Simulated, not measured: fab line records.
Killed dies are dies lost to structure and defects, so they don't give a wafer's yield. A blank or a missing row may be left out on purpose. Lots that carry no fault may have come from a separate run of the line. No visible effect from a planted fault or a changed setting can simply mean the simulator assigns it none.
One fault through the eyes of 2 desks | flow n5_finfet | each desk has only its own numbers; what lay behind them comes last

## THE TOOL OWNER'S DESK: rie_diel-04
The tool's own readings at N5_BEOL_M10_VIA_ETCH_34 (etches SiCOH lowk in C4F6/O2, target depth 184.5 nm, time 69.2 s): means of the sampled wafers that have a number, for each lot that ran on this tool. The brackets show how far a lot's mean lies from the usual mean; more than 4 standard deviations puts the lot out of limits, marked OUT. 7 of its 8 readings are shown: the first one out of limits and those lying furthest out on some lot.
Columns: A = oes_f_703_au at N5_BEOL_M10_VIA_ETCH_34, usual 0.79 a.u.; B = oes_o_777_au at N5_BEOL_M10_VIA_ETCH_34, usual 0.80 a.u.; C = oes_product_au at N5_BEOL_M10_VIA_ETCH_34, usual 0.81 a.u.; D = rf_fwd_power_W at N5_BEOL_M10_VIA_ETCH_34, usual 342.5 W; E = rf_vpp_V at N5_BEOL_M10_VIA_ETCH_34, usual 675 V; F = showerhead_plenum_p_Torr at N5_BEOL_M10_VIA_ETCH_34, usual 2.85 Torr; G = throttle_valve_pct at N5_BEOL_M10_VIA_ETCH_34, usual 20.89 %
lot  | first seen here | A               | B    | C    | D               | E   | F    | G
L789 | day 10 15:44    | 0.89            | 0.89 | 0.93 | 342.2           | 684 | 2.98 | 20.94
L796 | day 12 03:34    | 1.11 (+4.2) OUT | 1.08 | 0.95 | 425.7 (+69) OUT | 621 | 2.97 | 21.08
L798 | day 12 09:16    | 1.08            | 1.05 | 0.93 | 425.1 (+69) OUT | 614 | 2.97 | 20.98
L808 | day 15 13:44    | 0.82            | 0.83 | 0.82 | 342.3           | 668 | 2.90 | 20.66
L812 | day 16 01:08    | 0.81            | 0.83 | 0.84 | 343.0           | 687 | 2.91 | 20.94
This desk's finding: out of limits on L796, L798; first on L796, day 12 03:34 (oes_f_703_au at N5_BEOL_M10_VIA_ETCH_34). In limits: L789, L808, L812.

## AT THE METROLOGY DESK
What the gauges read for every lot (on any tool): the sampled wafers with a number, averaged. The brackets show how far a lot's mean lies from the usual mean; more than 4 standard deviations puts the lot out of limits, marked OUT.
Columns: A = cd_nm at N5_BEOL_M10_CD_MEAS_35, usual 69.6 nm
lot  | first seen here | A
L790 | day 10 11:40    | 70.3
L789 | day 10 16:11    | 69.3
L791 | day 10 16:21    | 70.1
L796 | day 12 04:00    | 69.9
L798 | day 12 09:43    | 69.8
L801 | day 13 12:19    | 70.3
L805 | day 14 15:55    | 69.6
L809 | day 15 14:01    | 69.4
L808 | day 15 14:11    | 69.0
L812 | day 16 01:40    | 68.6
This desk's finding: nothing out of limits on any of the 10 lots.

## PUT TOGETHER
On L796, L798, at day 12 03:34, an alarm was possible from the tool owner's desk.
At the metrology desk, nothing out of limits was observed.
The metrology desk has L796, L798 on record, within its limits.
On rie_diel-04, each named lot ran N5_BEOL_M10_VIA_ETCH_34.

## WHAT WAS PUT IN BY THE SIMULATOR
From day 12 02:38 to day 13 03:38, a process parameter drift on rie_diel-04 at N5_BEOL_M10_VIA_ETCH_34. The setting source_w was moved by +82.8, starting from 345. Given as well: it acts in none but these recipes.
Shown lots that were struck: L796, L798.
Each desk's first reading out of limits, in hours after the fault started: the tool owner's desk, 1.
